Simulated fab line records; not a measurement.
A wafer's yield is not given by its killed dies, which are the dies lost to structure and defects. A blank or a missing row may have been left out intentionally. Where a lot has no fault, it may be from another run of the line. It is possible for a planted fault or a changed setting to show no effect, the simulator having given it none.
fab line records -- flow n5_finfet
[record] lots = 12, wafers = 36, last_day = 17
route steps=1938 shown GATE_CUT@510 PAD_METAL@1894 PASSIVATION@1928
lots that met no fault: from a run of the same line without faults
start_h: the number of hours between the record's first day and the start of the first shown wafer of the lot -- wait_h: time in hours since the lot's previous step -- " the same as in the row above -- L1.1+2: a row that stands for several wafers -- - no value present, or no start provided -- * or withheld: withheld -- < > ~ a bound
route shown NAME@n: NAME is a module with steps in the file, n the number in the route of the first one -- usual: the fault-free wafers' mean and standard deviation -- same: alike in all rows -- chamber/n: place in a boat -- sites: the reading at each site -- _std_site: how widely they spread, as a standard deviation -- _edge_site: outer sites' mean less inner sites' -- radius_mm: for every site, how far away it sits from the centre of the wafer -- mask NAME#n: copy n -- behind: the most recent tool/chamber to have shaped the wafer -- hold: what put the lot on hold/how long, in hours/how the hold closed -- device: whichever transistor did not switch (one of n, p or np) -- end of line: tests of these same wafers at the route's end -- for a step that has no rows: nothing shown but its recipe -- killed: dies that structure and defects cost at the first sort, which is not the same as the wafer's yield -- map: a wafer's dies, x killed, . not, _ none there
set.NAME: the setting as run; set.NAME@STEP: as run at that earlier step -- model.NAME: the simulator's own value behind a step, which no gauge read
steps of the route over a sample of lots; a table a step, a row a wafer
services: a tool's chamber out of use, with start hour (start_h, from the record's first day; less than 0 if before it), hours out, and reason
[[steps]]
[step N5_GATE_CUT_ALD_22]
[recipe] material = SiNx, target_thk_a = 160, temp_c = 400, ald_precursor_family = SiH2I2, ald_co_reactant = N2/H2-plasma, pulse_time_s = 1, ald_cycles = 320, purge_time_s = 2, co_reactant_purge_time_s = 2, pressure_torr = 2
[usual] heater_power_w = 849/94, precursor_pulse_height_rel = 0.997/0.019
lot.wafer,tool,chamber,start_h,wait_h,heater_power_w,precursor_pulse_height_rel
L892.3,ald_sin-01,2,94.89,0.0,934,1.007
L892.4,ald_sin-01,0,94.89,0.0,951,1.002
L892.5,ald_sin-01,2,94.89,0.0,935,0.989
L895.2,ald_sin-01,3,111.70,0.0,904,0.997
L895.4,ald_sin-01,2,111.70,0.0,942,0.985
L895.6,ald_sin-01,1,111.70,0.0,712,0.993
L896.1,ald_sin-04,0,113.93,0.0,704,0.992
L896.2,ald_sin-04,2,113.93,0.0,848,1.045
L896.4,ald_sin-04,1,113.93,0.0,878,1.018
L897.1,ald_sin-03,2,120.18,0.0,914,1.008
L897.3,ald_sin-03,1,120.18,0.0,674,1.005
L897.6,ald_sin-03,3,120.18,0.0,779,1.016
L898.2,ald_sin-01,0,126.02,0.0,918,0.999
L898.4,ald_sin-01,1,126.02,0.0,735,0.993
L898.6,ald_sin-01,0,126.02,0.0,941,0.969
L900.1,ald_sin-03,1,138.10,0.0,694,0.971
L900.4,ald_sin-03,0,138.10,0.0,867,1.012
L900.5,ald_sin-03,0,138.10,0.0,840,1.004
L899.1,ald_sin-01,0,139.47,0.3,921,1.014
L899.2,ald_sin-01,1,139.47,0.3,722,0.979
L899.6,ald_sin-01,0,139.47,0.3,976,1.026
L901.3,ald_sin-03,3,146.61,0.0,772,0.966
L901.5,ald_sin-03,0,146.61,0.0,885,0.977
L901.6,ald_sin-03,1,146.61,0.0,703,1.032
L902.2,ald_sin-04,2,151.07,0.0,858,0.974
L902.4,ald_sin-04,3,151.07,0.0,958,0.994
L902.5,ald_sin-04,0,151.07,0.0,713,0.967
L903.1,ald_sin-01,1,156.74,0.0,703,1.013
L903.3,ald_sin-01,3,156.74,0.0,898,1.010
L903.5,ald_sin-01,1,156.74,0.0,731,0.993
L908.1,ald_sin-04,2,191.51,1.2,871,0.975
L908.2,ald_sin-04,3,191.51,1.2,954,0.990
L908.3,ald_sin-04,0,191.51,1.2,699,0.994
L911.1,ald_sin-04,1,205.70,0.0,885,0.985
L911.4,ald_sin-04,1,205.70,0.0,918,0.988
L911.6,ald_sin-04,2,205.70,0.0,874,0.983
[step N5_PASSIVATION_PRE_CLEAN_19]
[recipe] gas = H2/He, time_s = *, temp_c = *
[usual] heater_power_w = 474/39
lot.wafer,tool,chamber,start_h,wait_h,heater_power_w
L892.3,pvd_sputter-03,-,275.48,0.0,472
L892.4,pvd_sputter-03,-,275.48,0.0,404
L892.5,pvd_sputter-03,-,275.48,0.0,474
L895.2,pvd_sputter-01,-,295.25,0.0,407
L895.4,pvd_sputter-01,-,295.25,0.0,514
L895.6,pvd_sputter-01,-,295.25,0.0,413
L896.1,pvd_sputter-03,-,303.71,0.0,414
L896.2,pvd_sputter-03,-,303.71,0.0,493
L896.4,pvd_sputter-03,-,303.71,0.0,471
L898.2,pvd_sputter-02,-,313.55,0.0,481
L898.4,pvd_sputter-02,-,313.55,0.0,510
L898.6,pvd_sputter-02,-,313.55,0.0,506
L897.1,pvd_sputter-02,-,330.78,0.0,508
L897.3,pvd_sputter-02,-,330.78,0.0,484
L897.6,pvd_sputter-02,-,330.78,0.0,511
L900.1,pvd_sputter-02,-,336.88,0.0,514
L900.4,pvd_sputter-02,-,336.88,0.0,472
L900.5,pvd_sputter-02,-,336.88,0.0,464
L899.1,pvd_sputter-01,-,352.14,0.0,541
L899.2,pvd_sputter-01,-,352.14,0.0,425
L899.6,pvd_sputter-01,-,352.14,0.0,561
L902.2,pvd_sputter-02,-,353.62,0.0,464
L902.4,pvd_sputter-02,-,353.62,0.0,478
L902.5,pvd_sputter-02,-,353.62,0.0,507
L903.1,pvd_sputter-02,-,365.96,0.0,514
L903.3,pvd_sputter-02,-,365.96,0.0,473
L903.5,pvd_sputter-02,-,365.96,0.0,445
L901.3,pvd_sputter-02,-,366.96,0.0,482
L901.5,pvd_sputter-02,-,366.96,0.0,472
L901.6,pvd_sputter-02,-,366.96,0.0,509
L908.1,pvd_sputter-01,-,387.81,0.0,496
L908.2,pvd_sputter-01,-,387.81,0.0,554
L908.3,pvd_sputter-01,-,387.81,0.0,420
L911.1,pvd_sputter-01,-,398.77,0.0,495
L911.4,pvd_sputter-01,-,398.77,0.0,558
L911.6,pvd_sputter-01,-,398.77,0.0,410
[step N5_PASSIVATION_DESCUM_46]
[recipe] chemistry = O2, time_s = 7.9, source_power_w = 50, bias_power_w = 20, pressure_mtorr = 20, rf_frequency_hz = 2.712e+07, temp_c = 40, o2_flow_sccm = 225
[usual] drypump_motor_current_A = 5.8/0.56, oes_product_au = 0.79/0.096, rf_vpp_V = 243.2/1.4, showerhead_plenum_p_Torr = 2.09/0.072, throttle_valve_pct = 20.43/0.22
lot.wafer,tool,chamber,start_h,wait_h,drypump_motor_current_A,oes_product_au,rf_hours_counter_h,rf_vpp_V,showerhead_plenum_p_Torr,throttle_valve_pct
L892.3,rie_diel-06,0,278.54,0.0,5.8,0.68,247,240.8,1.96,20.63
L892.4,rie_diel-06,3,278.54,0.0,5.0,0.70,208,239.7,2.00,20.13
L892.5,rie_diel-06,2,278.54,0.0,4.9,0.67,-,244.0,2.14,20.89
L895.2,rie_diel-05,0,297.81,0.0,6.4,0.78,135,243.0,2.08,20.34
L895.4,rie_diel-05,1,297.81,0.0,6.7,0.73,153,243.0,2.10,20.15
L895.6,rie_diel-05,1,297.81,0.0,6.6,0.73,-,242.3,2.10,20.15
L896.1,rie_diel-05,3,306.95,0.4,5.5,0.80,88,243.9,2.03,20.36
L896.2,rie_diel-05,1,306.95,0.4,6.7,0.72,156,242.5,2.10,20.14
L896.4,rie_diel-05,0,306.95,0.4,6.4,0.77,138,243.7,2.08,20.34
L898.2,rie_diel-02,0,316.29,0.2,5.7,0.75,190,243.9,2.08,20.56
L898.4,rie_diel-02,1,316.29,0.2,6.7,0.78,-,243.9,2.18,20.11
L898.6,rie_diel-02,0,316.29,0.2,5.7,0.74,-,244.2,2.08,20.56
L897.1,rie_diel-06,3,333.36,0.2,5.0,0.69,228,241.2,2.00,20.16
L897.3,rie_diel-06,0,333.36,0.2,5.8,0.92,11,246.0,2.21,20.36
L897.6,rie_diel-06,1,333.36,0.2,5.5,0.66,-,242.6,1.98,20.98
L900.1,rie_diel-02,1,339.83,0.4,6.7,0.77,137,244.1,2.18,20.15
L900.4,rie_diel-02,3,339.83,0.4,5.7,0.98,3,242.5,2.08,20.37
L900.5,rie_diel-02,3,339.83,0.4,5.7,0.98,-,242.2,2.08,20.40
L899.1,rie_diel-05,0,354.82,0.0,6.4,0.76,156,243.0,2.07,20.37
L899.2,rie_diel-05,1,354.82,0.0,6.7,0.72,173,242.6,2.09,20.17
L899.6,rie_diel-05,1,354.82,0.0,6.6,0.72,-,243.0,2.09,20.17
L902.2,rie_diel-06,0,356.09,0.0,5.8,0.90,18,245.3,2.21,20.39
L902.4,rie_diel-06,1,356.09,0.0,5.5,0.65,248,242.9,1.98,21.00
L902.5,rie_diel-06,0,356.09,0.0,5.8,0.91,-,248.0,2.21,20.37
L903.1,rie_diel-02,2,368.65,0.0,6.1,0.72,179,243.4,2.08,20.50
L903.3,rie_diel-02,0,368.65,0.0,5.7,0.73,209,243.2,2.07,20.58
L903.5,rie_diel-02,0,368.65,0.0,5.7,0.74,-,243.2,2.07,20.58
L901.3,rie_diel-02,2,369.82,0.1,6.1,0.72,180,243.0,2.08,20.50
L901.5,rie_diel-02,0,369.82,0.1,5.7,0.73,-,244.6,2.07,20.60
L901.6,rie_diel-02,3,369.82,0.1,5.7,0.94,-,242.4,2.07,20.38
L908.1,rie_diel-06,0,390.75,0.3,5.8,0.87,34,245.3,2.20,20.41
L908.2,rie_diel-06,2,390.75,0.3,4.9,0.90,23,244.7,2.13,20.42
L908.3,rie_diel-06,1,390.75,0.3,5.4,0.96,6,246.4,2.24,20.58
L911.1,rie_diel-05,2,401.46,0.0,6.3,0.94,12,241.7,2.06,20.46
L911.4,rie_diel-05,3,401.46,0.0,5.4,0.78,123,243.0,2.02,20.43
L911.6,rie_diel-05,3,401.46,0.0,5.5,0.78,-,241.8,2.02,20.40
[step N5_PASSIVATION_PROBE_49]
[usual] defect_limited_yield = 91.4/1.5, killed_at_M0_to_M3 = 33/11, killed_at_M4_up = 14/5.3, killed_at_contacts = 13/6.2, killed_at_front_end = 39/13, killed_at_other = 3.1/2.8, killed_dies = 102/17, killed_open = 68/13, killed_short = 32/7.8, sort_bin_4_leakage = 0.00/0.007, sort_bin_5_function = 5.1/0.95, sort_bin_6_memory = 3.2/0.7, sort_bin_8_speed = 0.02/0.16, sort_n_pass = 1078/18, sort_yield_pct = 91.3/1.5
[same] gross_dies = 1180, killed_at_back_side = 0
lot.wafer,tool,chamber,start_h,wait_h,defect_limited_yield[%],killed_at_M0_to_M3,killed_at_M4_up,killed_at_contacts,killed_at_front_end,killed_at_other,killed_dies,killed_open,killed_short,sort_bin_4_leakage[%],sort_bin_5_function[%],sort_bin_6_memory[%],sort_bin_8_speed[%],sort_n_pass,sort_yield_pct[%]
L901.3,prober-02,-,372.97,0.1,90.9,25,11,20,38,13,107,71,35,0,4.9,3.8,0,1073,90.9
L901.5,prober-02,-,373.07,0.2,90.6,29,29,11,33,9,111,77,34,0,5.6,3.4,0,1069,90.6
L901.6,prober-02,-,373.12,0.3,92.2,35,15,14,25,3,92,68,24,0,5.7,2.1,0,1088,92.2
L908.1,prober-01,-,394.61,0.0,81.9,34,9,15,154,1,213,72,38,0,12.5,4.1,0,967,81.9
L908.2,prober-01,-,394.66,0.1,82.4,25,20,12,149,2,208,70,37,0,11.9,4.0,0,972,82.4
L908.3,prober-01,-,394.71,0.1,84.3,22,14,8,134,7,185,68,35,0,10.1,4.4,0,995,84.3
L911.1,prober-01,-,404.50,0.0,84.1,40,9,9,129,1,188,61,24,0,10.2,4.0,0,992,84.1
L911.4,prober-01,-,404.65,0.2,82.4,32,18,17,138,3,208,65,40,0,12.0,4.3,0,972,82.4
L911.6,prober-01,-,404.75,0.3,86.6,19,8,12,118,1,158,33,22,0,8.1,3.6,0,1022,86.6
// killed by level:class
L901.3 MOL_CONTACT_COAG:geometric_particle:open=15 FIN_SAQP:geometric_particle:open=9 FIN_SAQP:geometric_particle:short=6 BEOL_M0_SAQP:geometric_particle:open=6 BEOL_M3:geometric_particle:open=6 STI_FIN_REVEAL:geometric_particle:open=5 DUMMY_GATE:geometric_particle:open=5 BEOL_M0_SAQP:geometric_particle:short=5
L901.5 BEOL_M4:geometric_particle:open=15 STI_FIN_REVEAL:geometric_particle:open=10 MOL_CONTACT_COAG:geometric_particle:open=8 BEOL_M2:geometric_particle:open=7 BEOL_M0_SAQP:geometric_particle:short=5 BEOL_M3:geometric_particle:open=5 BEOL_M0_SAQP:geometric_particle:open=4 BEOL_M5:geometric_particle:open=4
L901.6 BEOL_M3:geometric_particle:open=16 MOL_CONTACT_COAG:geometric_particle:open=12 BEOL_M4:geometric_particle:open=7 BEOL_M0_SAQP:geometric_particle:short=5 BEOL_M2:geometric_particle:open=5 STI_FIN_REVEAL:geometric_particle:open=4 DUMMY_GATE:geometric_particle:open=4 BEOL_M0:geometric_particle:open=4
L908.1 GATE_CUT:unspecified=102 FIN_SAQP:geometric_particle:open=13 MOL_CONTACT_COAG:geometric_particle:open=12 BEOL_M0:geometric_particle:open=10 BEOL_M0_SAQP:geometric_particle:open=9 FIN_SAQP:geometric_particle:short=7 STI_FIN_REVEAL:geometric_particle:open=7 GATE_CUT:geometric_particle:short=6
L908.2 GATE_CUT:unspecified=101 BEOL_M0_SAQP:geometric_particle:short=11 MOL_CONTACT_COAG:geometric_particle:open=9 BEOL_M4:geometric_particle:open=9 FIN_SAQP:geometric_particle:open=8 GATE_CUT:geometric_particle:short=8 BEOL_M0_SAQP:geometric_particle:open=8 DUMMY_GATE:geometric_particle:open=7
L908.3 GATE_CUT:unspecified=81 FIN_SAQP:geometric_particle:open=16 BEOL_M0_SAQP:geometric_particle:short=9 BEOL_M4:geometric_particle:open=9 FIN_SAQP:geometric_particle:short=8 MOL_CONTACT_COAG:geometric_particle:open=7 STI_FIN_REVEAL:geometric_particle:open=5 ILD0:geometric_particle:open=5
L911.1 GATE_CUT:unspecified=103 BEOL_M0_SAQP:geometric_particle:open=15 BEOL_M0_SAQP:geometric_particle:short=11 MOL_CONTACT_COAG:geometric_particle:open=8 FIN_SAQP:geometric_particle:open=5 DUMMY_GATE:geometric_particle:open=4 BEOL_M2:geometric_particle:open=4 BEOL_M3:geometric_particle:open=4
L911.4 GATE_CUT:unspecified=103 BEOL_M0_SAQP:geometric_particle:short=15 MOL_CONTACT_COAG:geometric_particle:open=14 BEOL_M0_SAQP:geometric_particle:open=11 BEOL_M4:geometric_particle:open=8 FIN_SAQP:geometric_particle:short=7 FIN_SAQP:geometric_particle:open=6 STI_FIN_REVEAL:geometric_particle:open=5
L911.6 GATE_CUT:unspecified=103 MOL_CONTACT_COAG:geometric_particle:open=10 BEOL_M0_SAQP:geometric_particle:open=8 BEOL_M0_SAQP:geometric_particle:short=7 BEOL_M6:geometric_particle:open=4 FIN_SAQP:geometric_particle:open=3 BEOL_M2:geometric_particle:short=3 STARTING-WAFER:geometric_particle:short=3
[[services]]
tool,chamber,start_h,hours,kind
ald_sin-01,3,80.97,3.1,repair
ald_sin-04,-,86.66,14.0,pm
pvd_sputter-02,-,88.77,4.4,repair
rie_diel-02,1,96.54,4.5,repair
rie_diel-05,3,102.56,2.6,repair
pvd_sputter-02,-,115.86,8.0,repair
ald_sin-04,0,119.66,9.7,repair
rie_diel-06,2,122.85,3.9,repair
ald_sin-01,3,124.68,14.4,repair
ald_sin-01,2,130.05,33.2,repair
rie_diel-06,0,138.95,18.3,repair
ald_sin-04,0,144.09,3.0,repair
rie_diel-05,-,146.10,14.6,pm
rie_diel-05,0,161.45,14.5,repair
rie_diel-05,2,176.47,4.3,repair
ald_sin-04,0,197.08,28.9,repair
ald_sin-01,0,197.52,1.3,repair
pvd_sputter-02,-,197.53,7.5,repair
rie_diel-02,-,212.23,1.0,repair
ald_sin-01,2,213.45,1.4,repair
rie_diel-06,-,227.77,0.4,repair
ald_sin-01,3,277.06,20.4,repair
ald_sin-01,-,300.13,2.4,repair
ald_sin-01,-,373.75,14.0,pm
[[key]]
[first_sign] step = N5_PASSIVATION_PROBE_49, reading = killed_at_front_end, direction = up, sigmas = 7.6, usual = 39, struck = 137
[effect] step = N5_PASSIVATION_PROBE_49, reading = defect_limited_yield, direction = down, sigmas = 5.2, usual = 91.4, struck = 83.6
[more_kills_born_at] N5_GATE_CUT_ALD_22@ald_sin-04 = 590
met_at N5_GATE_CUT_ALD_22
struck_lots L908,L911
not_acting_at N5_PASSIVATION_PRE_CLEAN_19,N5_PASSIVATION_DESCUM_46
onset_between 151.07 191.51
also_fits time
[fault] kind = chamber_particle_source, tool = ald_sin-04, chamber = -, onset_h = 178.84, steps = N5_GATE_CUT_ALD_22, rate_per_visit_cm2 = 0.50984, end_h = 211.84
